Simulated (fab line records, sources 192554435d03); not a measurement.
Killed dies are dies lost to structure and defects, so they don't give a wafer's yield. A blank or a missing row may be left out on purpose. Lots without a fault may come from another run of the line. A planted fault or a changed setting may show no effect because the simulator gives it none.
Split-lot experiment | flow n5_finfet | 7 lots, 21 wafers read, on a route of 1938 steps

THE SPLIT
At N5_BEOL_M10_COAT_05 (resist thk 90 nm), the setting spin_rpm was moved away from the recipe's 1500 rpm on 8 of the 21 wafers read, by -9.5% to +10.7%. The other wafers ran this setting at the recipe's value.

FROM THE SPLIT TO THE READING: what the file shows between them, 2 steps
- N5_BEOL_M10_EBR_07
- N5_BEOL_M10_SOFTBAKE_06: time 60 s

THE READING
CAR-ArF_of_BEOL_M10_COAT_05.thk_nm (the simulator's own value, which no gauge read), in nm, at N5_BEOL_M10_DESCUM_16 (chemistry O2, time 7.9 s). The file gives no usual value for it. The 13 wafers here that ran the recipe average 83.5 nm, standard deviation 0.32 nm.

wafer  | tool, chamber at the split | spin_rpm as run, rpm | against the recipe | CAR-ArF_of_BEOL_M10_COAT_05.thk_nm, nm | against lot-mates on the recipe
L074.3 | litho_track-02, 0          | 1500                 | recipe             | 83.4                                   | -
L074.5 | litho_track-02, 0          | 1358                 | -9.5%              | 87.8                                   | +4.2
L074.6 | litho_track-02, 0          | 1500                 | recipe             | 83.8                                   | -
L075.3 | litho_track-02, 0          | 1500                 | recipe             | 83.6                                   | -
L075.4 | litho_track-02, 0          | 1500                 | recipe             | 83.6                                   | -
L075.5 | litho_track-02, 0          | 1500                 | recipe             | 83.2                                   | -
L078.1 | litho_track-02, 0          | 1635                 | +9.0%              | 79.4                                   | -3.9
L078.2 | litho_track-02, 0          | 1500                 | recipe             | 83                                     | -
L078.4 | litho_track-02, 0          | 1500                 | recipe             | 83.6                                   | -
L077.2 | litho_track-04, 0          | 1661                 | +10.7%             | 78.8                                   | -4.4
L077.3 | litho_track-04, 0          | 1661                 | +10.7%             | 78.8                                   | -4.4
L077.5 | litho_track-04, 0          | 1500                 | recipe             | 83.2                                   | -
L088.1 | litho_track-04, 0          | 1500                 | recipe             | 84                                     | -
L088.3 | litho_track-04, 0          | 1500                 | recipe             | 84                                     | -
L088.2 | litho_track-04, 0          | 1658                 | +10.5%             | 79.6                                   | -4.4
L090.2 | litho_track-02, 0          | 1500                 | recipe             | 83.4                                   | -
L090.4 | litho_track-02, 0          | 1500                 | recipe             | 83.4                                   | -
L090.3 | litho_track-02, 0          | 1500                 | recipe             | 83                                     | -
L094.3 | litho_track-04, 0          | 1582                 | +5.5%              | 81.4                                   | no lot-mate on the recipe
L094.5 | litho_track-04, 0          | 1582                 | +5.5%              | 81.2                                   | no lot-mate on the recipe
L094.6 | litho_track-04, 0          | 1582                 | +5.5%              | 81                                     | no lot-mate on the recipe

THE FIT
A straight line over all 21 wafers: CAR-ArF_of_BEOL_M10_COAT_05.thk_nm changes by -0.429 nm for each +1% of spin_rpm; r = -0.99; the points scatter about the line by 0.32 nm.
The same after taking each lot's own level away (the mean of its wafers on the recipe; 18 wafers): -0.423 nm for each +1%; r = -1.00; scatter 0.19 nm.
On that fit, the largest move of spin_rpm shifts the reading by 4.5 nm.
The lots' own levels span 83.20 to 84.00 nm, that is 2.5 times the standard deviation above.
So the lot-to-lot level changes the slope little: the two slopes agree.
Check: with one of the wafers moved furthest among these (+10.7%) left out of the fit, the line predicts -4.55 nm for it against its lot-mates. It came out at -4.4 nm against them.

OTHER SPLITS ON THESE WAFERS
These wafers also went through other splits before the reading. Each is held against what the fit with the lots' levels taken away leaves over:
other split on the same wafers | wafers away from the commonest value | r with CAR-ArF_of_BEOL_M10_COAT_05.thk_nm (lot level and that fit taken away)
N5_BEOL_M8_ETCH_62 time_s      | 5                                    | -0.18
N5_BEOL_M9_ILD_DEP_00 time_s   | 8                                    | -0.08
N5_BEOL_M9_PECVD_70 temp_c     | 6                                    | -0.08
N5_BEOL_M10_PECVD_70 temp_c    | 5                                    | -0.15

THE WHOLE CHAIN: every reading that the file lists as answering this split, in the file's order
step                  | what it does             | reading                                                                             | change (the file's fit)               | r (the file's)
N5_BEOL_M10_COAT_05   | resist thk 90 nm         | CAR-ArF_of_BEOL_M10_COAT_05.thk_nm (the simulator's own value, which no gauge read) | -0.427 nm for each +1% of the setting | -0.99
N5_BEOL_M10_DESCUM_16 | chemistry O2, time 7.9 s | CAR-ArF_of_BEOL_M10_COAT_05.thk_nm (the simulator's own value, which no gauge read) | -0.425 nm for each +1% of the setting | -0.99

THE FILE'S OWN FIT
CAR-ArF_of_BEOL_M10_COAT_05.thk_nm changes by -0.425 nm for each +1% of spin_rpm, r = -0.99.
